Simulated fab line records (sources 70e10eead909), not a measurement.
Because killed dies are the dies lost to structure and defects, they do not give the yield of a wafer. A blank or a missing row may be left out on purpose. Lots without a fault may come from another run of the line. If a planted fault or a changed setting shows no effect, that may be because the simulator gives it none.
fab line records -- flow nand_harc
[record] lots = 12, wafers = 36, last_day = 32
route steps=1302 shown P_M0@270 P_M1@293 END@1302
lots that met no fault: taken from a fault-free run of the same line
start_h: hours from the record's first day to the start of the lot's first wafer shown -- wait_h: how many hours have passed since the lot's step before this one -- " repeats the value in the row above -- L1.1+2: a single row standing in for several wafers -- - no value present, or no start provided -- * or withheld: withheld -- < > ~ a bound
route shown NAME@n: names a module that has steps shown in the file, with the first one's number in the route -- usual: mean/standard deviation taken from wafers without a fault -- same: alike in all rows -- chamber/n: place in a boat -- sites: per-site readings -- _std_site: their standard deviation -- _edge_site: outer sites' mean less inner sites' -- radius_mm: how far each site lies from the wafer's centre -- mask NAME#n: copy n -- behind: the tool/chamber that last shaped the wafer -- hold: what put the lot on hold/how long, in hours/how the hold closed -- device: the n, p or np transistor that did not switch -- end of line: tests run on the same wafers once the route is complete -- step lacking rows: just its recipe -- killed: at the first sort, the dies lost to defects and structure; wafer yield is something else -- map: dies across one wafer; x = killed, . = not, _ = none there
set.NAME: the setting the step ran with; set.NAME@STEP: the setting that earlier step ran with -- model.NAME: the simulator's own value behind a step, which no gauge read
the route's steps for a sample of lots (tables are steps, rows are wafers)
services: a tool's chamber out of use, with start hour (start_h, from the record's first day; less than 0 if before it), hours out, and reason
[[steps]]
[step NHARC_P_M0_STRIP_18]
[recipe] power_w = 1000, n2_flow_sccm = 150, h2_flow_sccm = 150, ar_flow_sccm = 0, bias_w = 0, chemistry = N2/H2
[usual] drypump_motor_current_A = 5.7/0.34, oes_product_au = 1.000/0.012, rf_vpp_V = 90.5/1.1, showerhead_plenum_p_Torr = 2.02/0.091, throttle_valve_pct = 14.171/0.0079
[same] bias_w = 0
lot.wafer,tool,chamber,start_h,wait_h,drypump_motor_current_A,oes_product_au,rf_hours_counter_h,rf_vpp_V,showerhead_plenum_p_Torr,throttle_valve_pct
L683.3,rie_diel-08,0,130.98,0.1,5.8,1.006,38,90.5,1.92,14.168
L683.5,rie_diel-08,3,130.98,0.1,6.3,0.993,-,92.3,2.16,14.175
L683.6,rie_diel-08,0,130.98,0.1,5.8,1.013,-,90.7,1.92,14.169
L686.1,rie_diel-03,3,157.36,0.1,5.2,1.019,7,90.9,2.19,14.175
L686.4,rie_diel-03,0,157.36,0.1,5.8,1.003,6,87.8,1.92,14.168
L686.5,rie_diel-03,2,157.36,0.1,5.8,1.008,-,88.8,1.96,14.175
L688.3,rie_diel-03,0,175.44,0.1,5.8,1.006,9,89.4,1.92,14.164
L688.1,rie_diel-03,2,175.44,0.1,5.8,0.992,10,89.7,1.96,14.168
L688.4,rie_diel-03,0,175.44,0.1,5.8,0.992,-,90.1,1.92,14.182
L689.2,rie_diel-08,3,182.72,0.1,6.4,1.000,65,90.3,2.15,14.181
L689.4,rie_diel-08,0,182.72,0.1,5.8,1.008,56,90.8,1.91,14.167
L689.3,rie_diel-08,1,182.72,0.1,5.5,1.014,54,89.8,1.99,14.178
L693.1,rie_diel-03,1,228.47,0.1,5.1,1.015,19,91.3,1.99,14.164
L693.2,rie_diel-03,0,228.47,0.1,5.8,0.990,18,89.6,1.92,14.167
L693.6,rie_diel-03,1,228.47,0.1,5.1,1.018,-,87.5,1.99,14.186
L694.4,rie_diel-03,1,231.49,0.1,5.1,1.018,19,88.6,1.99,14.161
L694.1,rie_diel-03,3,231.49,0.1,5.2,1.022,14,91.2,2.18,14.169
L694.5,rie_diel-03,1,231.49,0.1,5.1,1.018,-,90.6,1.99,14.172
L695.3,rie_diel-03,3,246.01,0.1,5.3,1.008,17,90.9,2.18,14.170
L695.1,rie_diel-03,1,246.01,0.1,5.1,1.014,21,90.3,1.99,14.163
L695.4,rie_diel-03,2,246.01,0.1,5.9,0.988,23,88.2,1.95,14.178
L700.3,rie_diel-03,0,298.65,0.1,5.8,0.983,2,91.2,1.92,14.181
L700.2,rie_diel-03,1,298.65,0.1,5.1,0.999,2,90.4,1.98,14.161
L700.5,rie_diel-03,1,298.65,0.1,5.1,1.003,-,90.6,1.98,14.168
L702.2,rie_diel-03,1,318.96,0.1,5.1,0.991,7,89.6,1.98,14.164
L702.4,rie_diel-03,3,318.96,0.1,5.2,0.980,4,89.1,2.18,14.164
L702.5,rie_diel-03,2,318.96,0.1,5.8,0.973,-,90.8,1.95,14.188
L703.2,rie_diel-08,1,324.54,0.1,5.4,0.998,45,89.7,1.97,14.174
L703.3,rie_diel-08,2,324.54,0.1,5.9,0.971,42,90.2,2.10,14.174
L703.5,rie_diel-08,1,324.54,0.1,5.4,0.993,-,89.6,1.97,14.162
L704.3,rie_diel-03,3,334.29,0.1,5.3,0.970,7,91.8,2.18,14.172
L704.4,rie_diel-03,0,334.29,0.1,5.8,0.984,10,90.1,1.92,14.172
L704.6,rie_diel-03,2,334.29,0.1,5.8,0.987,-,89.7,1.95,14.182
L705.4,rie_diel-12,2,342.79,0.1,5.9,1.009,19,90.4,2.10,14.187
L705.3,rie_diel-12,3,342.79,0.1,6.0,1.017,23,89.9,2.10,14.174
L705.1,rie_diel-12,0,342.79,0.1,5.8,0.986,15,90.5,2.00,14.174
[step NHARC_P_M0_PRE_CLEAN_29]
[recipe] time_s = 30, temp_c = 280, gas = H2/He
[usual] heater_power_w = 424/44
lot.wafer,tool,chamber,start_h,wait_h,heater_power_w
L683.3,pvd_sputter-03,-,-,-,451
L683.5,pvd_sputter-03,-,-,-,460
L683.6,pvd_sputter-03,-,-,-,423
L686.1,pvd_sputter-03,-,-,-,408
L686.4,pvd_sputter-03,-,-,-,430
L686.5,pvd_sputter-03,-,-,-,463
L688.4,pvd_sputter-02,-,-,-,397
L688.3,pvd_sputter-02,-,-,-,417
L688.1,pvd_sputter-02,-,-,-,510
L689.4,pvd_sputter-02,-,-,-,398
L689.3,pvd_sputter-02,-,-,-,415
L689.2,pvd_sputter-02,-,-,-,406
L693.1,pvd_sputter-02,-,-,-,407
L693.2,pvd_sputter-02,-,-,-,407
L693.6,pvd_sputter-02,-,-,-,499
L694.1,pvd_sputter-02,-,-,-,521
L694.4,pvd_sputter-02,-,-,-,431
L694.5,pvd_sputter-02,-,-,-,396
L695.3,pvd_sputter-02,-,-,-,516
L695.1,pvd_sputter-02,-,-,-,403
L695.4,pvd_sputter-02,-,-,-,411
L700.2,pvd_sputter-01,-,-,-,384
L700.3,pvd_sputter-01,-,-,-,442
L700.5,pvd_sputter-01,-,-,-,387
L702.4,pvd_sputter-03,-,-,-,359
L702.2,pvd_sputter-03,-,-,-,491
L702.5,pvd_sputter-03,-,-,-,484
L703.3,pvd_sputter-03,-,-,-,473
L703.2,pvd_sputter-03,-,-,-,443
L703.5,pvd_sputter-03,-,-,-,445
L704.3,pvd_sputter-03,-,-,-,487
L704.4,pvd_sputter-03,-,-,-,439
L704.6,pvd_sputter-03,-,-,-,362
L705.3,pvd_sputter-02,-,-,-,449
L705.4,pvd_sputter-02,-,-,-,485
L705.1,pvd_sputter-02,-,-,-,410
[step NHARC_P_M1_PEB_07]
[recipe] peb_temp_c = 100, peb_time_s = 65
lot.wafer,tool,chamber,start_h,wait_h
L683.3+5+6,litho_track-06,0,134.36,0.0
L686.1+4+5,litho_track-06,0,160.72,0.1
L688.1+3+4,litho_track-04,0,178.75,0.1
L689.2+3+4,litho_track-04,0,185.98,0.1
L693.1+2+6,litho_track-04,0,232.43,0.1
L694.1+4+5,litho_track-01,0,234.97,0.1
L695.1+3+4,litho_track-04,0,249.58,0.1
L700.2+3+5,litho_track-04,0,302.11,0.1
L702.2+4+5,litho_track-04,0,322.37,0.1
L703.2+3+5,litho_track-06,0,327.84,0.1
L704.3+4+6,litho_track-04,0,337.71,0.0
L705.1+3+4,litho_track-06,0,346.30,0.1
[step NHARC_P_M1_CD_MEAS_09]
[recipe] target_cd_nm = 130, landing_energy_ev = 500
[usual] cd_nm = 129.9/0.66
[same] landing_energy_ev = 500
lot.wafer,tool,chamber,start_h,wait_h,cd_nm
L683.3,cd_sem-01,0,134.44,-,129.1
L683.5,cd_sem-01,0,134.44,-,129.7
L683.6,cd_sem-01,0,134.44,-,128.8
L686.1,cd_sem-02,0,160.80,-,129.2
L686.4,cd_sem-02,0,160.80,-,129.7
L686.5,cd_sem-02,0,160.80,-,128.9
L688.1,cd_sem-03,0,178.83,-,131.0
L688.3,cd_sem-03,0,178.83,-,129.9
L688.4,cd_sem-03,0,178.83,-,130.5
L689.2,cd_sem-02,0,186.06,-,130.5
L689.3,cd_sem-02,0,186.06,-,130.5
L689.4,cd_sem-02,0,186.06,-,130.7
L693.1,cd_sem-01,0,232.50,-,129.7
L693.2,cd_sem-01,0,232.50,-,133.7
L693.6,cd_sem-01,0,232.50,-,133.8
L694.1,cd_sem-02,0,235.04,-,130.0
L694.4,cd_sem-02,0,235.04,-,129.6
L694.5,cd_sem-02,0,235.04,-,129.7
L695.1,cd_sem-02,0,249.66,-,130.5
L695.3,cd_sem-02,0,249.66,-,130.5
L695.4,cd_sem-02,0,249.66,-,133.2
L700.2,cd_sem-01,0,302.19,-,130.6
L700.3,cd_sem-01,0,302.19,-,129.9
L700.5,cd_sem-01,0,302.19,-,129.8
L702.2,cd_sem-01,0,322.45,-,130.4
L702.4,cd_sem-01,0,322.45,-,130.2
L702.5,cd_sem-01,0,322.45,-,129.6
L703.2,cd_sem-03,0,327.92,-,130.3
L703.3,cd_sem-03,0,327.92,-,129.6
L703.5,cd_sem-03,0,327.92,-,130.5
L704.3,cd_sem-02,0,337.79,-,130.8
L704.4,cd_sem-02,0,337.79,-,130.4
L704.6,cd_sem-02,0,337.79,-,130.4
L705.1,cd_sem-02,0,346.38,-,129.7
L705.3,cd_sem-02,0,346.38,-,129.4
L705.4,cd_sem-02,0,346.38,-,129.9
[step NHARC_P_M1_ETCH_15]
[recipe] target_depth_a = 1825, time_s = 91.2, c4f8_flow_sccm = withheld, ar_flow_sccm = 400, rf_w = 600, bias_w = 300, chemistry = C4F8/Ar
[usual] bias_w = 300.0/0.88, oes_product_au = 0.960/0.024, rf_vpp_V = 440.6/2.7
lot.wafer,tool,chamber,start_h,wait_h,bias_w,oes_product_au,rf_hours_counter_h,rf_vpp_V
L683.3,rie_diel-07,2,-,-,302.0,0.964,1,441.2
L683.6,rie_diel-07,1,-,-,300.4,0.976,-,438.3
L683.5,rie_diel-07,2,-,-,299.4,0.966,-,440.8
L686.4,rie_diel-07,0,-,-,299.9,0.970,10,440.7
L686.1,rie_diel-07,1,-,-,301.0,0.997,10,439.7
L686.5,rie_diel-07,3,-,-,298.3,0.961,-,438.0
L688.3,rie_diel-02,1,-,-,301.4,0.952,8,437.1
L688.1,rie_diel-02,2,-,-,300.9,0.966,8,443.1
L688.4,rie_diel-02,0,-,-,298.8,0.927,7,438.7
L689.2,rie_diel-07,1,-,-,299.6,0.984,21,439.9
L689.4,rie_diel-07,2,-,-,301.9,0.975,12,440.4
L689.3,rie_diel-07,3,-,-,298.8,0.955,18,438.5
L693.1,rie_diel-01,3,-,-,300.5,0.980,3,445.7
L693.2,rie_diel-01,0,-,-,299.0,0.991,2,438.8
L693.6,rie_diel-01,1,-,-,300.3,0.962,-,442.7
L694.4,rie_diel-07,1,-,-,300.7,0.937,41,438.2
L694.1,rie_diel-07,3,-,-,298.9,0.935,34,438.7
L694.5,rie_diel-07,0,-,-,301.8,0.932,-,441.3
L695.3,rie_diel-01,1,-,-,299.7,0.968,3,440.6
L695.4,rie_diel-01,3,-,-,298.5,0.970,4,444.8
L695.1,rie_diel-01,0,-,-,299.9,1.007,3,439.3
L700.2,rie_diel-02,1,-,-,299.6,0.945,6,437.5
L700.3,rie_diel-02,3,-,-,300.7,0.939,5,445.0
L700.5,rie_diel-02,1,-,-,300.4,0.936,-,437.0
L702.2,rie_diel-01,0,-,-,300.5,0.963,9,436.6
L702.4,rie_diel-01,1,-,-,299.7,0.949,8,442.0
L702.5,rie_diel-01,0,-,-,300.2,0.979,-,438.1
L703.2,rie_diel-02,3,-,-,300.6,0.965,7,444.2
L703.3,rie_diel-02,2,-,-,299.4,0.964,7,442.6
L703.5,rie_diel-02,0,-,-,300.7,0.951,-,439.5
L704.4,rie_diel-02,3,-,-,301.0,0.957,8,444.7
L704.3,rie_diel-02,1,-,-,299.6,0.981,8,437.8
L704.6,rie_diel-02,3,-,-,300.6,0.965,-,443.6
L705.4,rie_diel-02,1,-,-,299.2,0.967,9,435.1
L705.3,rie_diel-02,2,-,-,300.5,0.987,9,443.5
L705.1,rie_diel-02,0,-,-,299.2,0.957,9,439.1
[step NHARC_END_SORT_01]
[recipe] temp_c = 25
[usual] defect_limited_yield = 90.9/2.4, killed_at_array = 56/17, killed_at_other = 1.2/1.4, killed_at_periphery = 4/3.2, killed_dies = 61/16, killed_open = 3.6/2.1, killed_short = 2.7/1.8
[same] gross_dies = 677
lot.wafer,tool,chamber,start_h,wait_h,defect_limited_yield[%],killed_at_array,killed_at_other,killed_at_periphery,killed_dies,killed_open,killed_short
L688.1,prober-02,0,609.42,2.5,92.8,34,1,14,49,4,8
L688.3,prober-02,0,611.02,3.1,95.7,22,3,4,29,2,3
L688.4,prober-02,0,611.82,3.4,95.0,23,1,10,34,4,4
L693.1,prober-02,0,675.06,2.5,92.9,45,0,3,48,4,1
L693.2,prober-02,0,675.87,2.8,91.9,49,1,5,55,5,2
L693.6,prober-02,0,679.11,4.1,93.1,42,0,5,47,2,2
L694.1,prober-01,0,684.13,2.5,88.5,74,0,4,78,5,3
L694.4,prober-01,0,686.53,3.4,87.4,80,2,3,85,1,3
L694.5,prober-01,0,687.33,3.7,88.3,77,0,2,79,4,2
L695.3,prober-02,0,708.18,3.1,92.8,44,1,4,49,4,2
L695.4,prober-02,0,708.98,3.4,90.7,60,0,3,63,7,3
L703.2,prober-01,0,764.03,2.8,86.7,87,2,1,90,2,1
L703.3,prober-01,0,764.83,3.1,87.3,82,3,1,86,2,2
L703.5,prober-01,0,766.43,3.7,87.0,85,0,3,88,3,2
// killed by level:class
L688.1 A_CHANNEL_HOLE_D2:chamber_film_flake=11 P_STI:chamber_film_flake=5 P_BONDPAD:chamber_film_flake=5 A_CHANNEL_HOLE_D1:chamber_film_flake=5 A_DECK1_JOINT:chamber_film_flake=4 A_ONON_D2:geometric_particle:short=3 A_ONON_D1:geometric_particle:short=2 P_CONTACT:geometric_particle:short=1
L688.3 A_CHANNEL_HOLE_D2:chamber_film_flake=16 THIN_TSV:chamber_film_flake=3 P_BONDPAD:chamber_film_flake=2 A_CHANNEL_HOLE_D1:chamber_film_flake=2 P_CONTACT:geometric_particle:open=1 A_ONON_D1:geometric_particle:open=1 A_CHANNEL_HOLE_D2:geometric_particle:short=1 A_STAIRCASE:geometric_particle:short=1
L688.4 A_CHANNEL_HOLE_D1:chamber_film_flake=6 A_CHANNEL_HOLE_D2:chamber_film_flake=5 P_STI:chamber_film_flake=3 P_ZERO_WELL:chamber_film_flake=3 P_BONDPAD:chamber_film_flake=3 P_CONTACT:geometric_particle:short=1 A_ONON_D1:geometric_particle:open=1 A_CHANNEL_FILL_D1:geometric_particle:short=1
L693.1 A_SLIT:chamber_film_flake=35 A_STAIRCASE:chamber_film_flake=2 P_GATE:geometric_particle:open=1 A_CHANNEL_HOLE_D2:geometric_particle:short=1 A_CHANNEL_FILL_D2:geometric_particle:open=1 A_STAIRCASE:geometric_particle:open=1 A_SGD_CUT:geometric_particle:open=1 P_ZERO_WELL:chamber_film_flake=1
L693.2 A_SLIT:chamber_film_flake=31 A_CHANNEL_HOLE_D1:chamber_film_flake=6 A_STAIRCASE:chamber_film_flake=4 A_M0:geometric_particle:open=2 A_CHANNEL_HOLE_D2:chamber_film_flake=2 P_CONTACT:geometric_particle:open=1 P_M0:geometric_particle:short=1 P_M1:geometric_particle:open=1
L693.6 A_SLIT:chamber_film_flake=30 A_CHANNEL_HOLE_D1:chamber_film_flake=3 A_SGD_CUT:geometric_particle:short=2 P_ZERO_WELL:chamber_film_flake=2 P_BONDPAD:chamber_film_flake=2 P_GATE:geometric_particle:open=1 A_DECK1_JOINT:geometric_particle:open=1 A_CHANNEL_FILL_D1:chamber_film_flake=1
L694.1 A_SLIT:chamber_film_flake=25 A_CHANNEL_HOLE_D1:chamber_film_flake=21 A_CHANNEL_HOLE_D2:chamber_film_flake=18 A_CHANNEL_FILL_D1:geometric_particle:open=3 P_M1:chamber_film_flake=2 P_CONTACT:geometric_particle:short=1 A_DECK1_JOINT:geometric_particle:short=1 A_STAIRCASE:geometric_particle:open=1
L694.4 A_SLIT:chamber_film_flake=33 A_CHANNEL_HOLE_D1:chamber_film_flake=23 A_CHANNEL_HOLE_D2:chamber_film_flake=13 A_STAIRCASE:chamber_film_flake=3 P_M1:chamber_film_flake=2 A_WL_FILL:chamber_film_flake=2 THIN_TSV:chamber_film_flake=2 A_CHANNEL_FILL_D1:geometric_particle:short=1
L694.5 A_SLIT:chamber_film_flake=36 A_CHANNEL_HOLE_D1:chamber_film_flake=19 A_CHANNEL_HOLE_D2:chamber_film_flake=8 A_CONTACT:chamber_film_flake=6 A_STAIRCASE:chamber_film_flake=2 P_M2:geometric_particle:open=1 A_ONON_D2:geometric_particle:short=1 A_CHANNEL_FILL_D2:geometric_particle:open=1
L695.3 A_SLIT:chamber_film_flake=28 P_M2:chamber_film_flake=3 A_SGD_CUT:chamber_film_flake=3 A_CHANNEL_HOLE_D1:chamber_film_flake=2 A_CHANNEL_FILL_D1:chamber_film_flake=2 P_M0:geometric_particle:open=1 A_CHANNEL_FILL_D2:geometric_particle:short=1 A_BLC:geometric_particle:open=1
L695.4 A_SLIT:chamber_film_flake=35 A_CONTACT:chamber_film_flake=6 A_CHANNEL_HOLE_D1:chamber_film_flake=3 A_DECK1_JOINT:chamber_film_flake=3 A_CHANNEL_FILL_D2:geometric_particle:open=2 A_M0:geometric_particle:open=2 A_CHANNEL_FILL_D1:chamber_film_flake=2 A_STAIRCASE:chamber_film_flake=2
L703.2 A_SLIT:chamber_film_flake=36 A_CHANNEL_HOLE_D2:chamber_film_flake=22 A_CHANNEL_HOLE_D1:chamber_film_flake=11 A_CONTACT:chamber_film_flake=7 A_CHANNEL_FILL_D1:chamber_film_flake=3 HYBRID_BOND:chamber_film_flake=2 A_STAIRCASE:chamber_film_flake=2 A_M1:chamber_film_flake=2
L703.3 A_CHANNEL_HOLE_D2:chamber_film_flake=29 A_SLIT:chamber_film_flake=25 A_CHANNEL_HOLE_D1:chamber_film_flake=13 A_CONTACT:chamber_film_flake=4 A_M1:chamber_film_flake=3 A_CHANNEL_FILL_D1:chamber_film_flake=2 A_WL_FILL:chamber_film_flake=2 HYBRID_BOND:chamber_film_flake=2
L703.5 A_SLIT:chamber_film_flake=26 A_CHANNEL_HOLE_D2:chamber_film_flake=21 A_CHANNEL_HOLE_D1:chamber_film_flake=12 A_CONTACT:chamber_film_flake=10 A_WL_FILL:chamber_film_flake=5 A_CHANNEL_FILL_D1:chamber_film_flake=4 A_DECK1_JOINT:chamber_film_flake=2 A_STAIRCASE:chamber_film_flake=2
[[services]]
tool,chamber,start_h,hours,kind
rie_diel-08,1,111.23,1.2,repair
rie_diel-01,1,113.05,7.2,repair
rie_diel-07,-,117.20,9.0,pm
rie_diel-02,-,118.94,0.8,repair
rie_diel-02,0,121.72,1.5,repair
rie_diel-02,0,128.83,4.5,repair
rie_diel-07,2,144.88,9.2,repair
rie_diel-02,0,145.81,1.9,repair
pvd_sputter-03,-,170.00,10.0,pm
rie_diel-03,3,171.80,6.1,repair
rie_diel-03,3,177.94,6.1,repair
litho_track-06,-,179.00,7.0,pm
rie_diel-08,-,190.88,9.0,pm
rie_diel-07,3,202.03,9.6,repair
litho_track-04,-,203.00,7.0,pm
rie_diel-02,0,210.71,9.6,repair
rie_diel-02,-,216.70,9.0,pm
rie_diel-07,1,263.08,1.3,repair
pvd_sputter-02,-,268.20,1.1,repair
rie_diel-03,3,280.78,16.3,repair
rie_diel-03,-,281.89,9.0,pm
pvd_sputter-02,-,282.05,10.0,pm
rie_diel-07,-,294.28,9.0,pm
rie_diel-03,2,295.98,7.3,repair
[[key]]
[first_sign] step = NHARC_P_M1_CD_MEAS_09, reading = cd_nm, direction = up, sigmas = 5.6, usual = 129.9, struck = 133.6
effect none on later readings
met_at NHARC_P_M1_PEB_07
struck_lots L693,L695
struck_wafers L693.2,L693.6,L695.4
not_acting_at NHARC_P_M0_STRIP_18,NHARC_P_M0_PRE_CLEAN_29,NHARC_P_M1_ETCH_15
onset_between 185.98 232.43
[fault] kind = process_parameter_drift, tool = litho_track-04, chamber = -, onset_h = 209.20, steps = NHARC_P_M1_PEB_07, channel = peb_time_s, offset = *, shape = step, end_h = 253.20, scope = struck_wafers_only, acts_in = *, stated = *
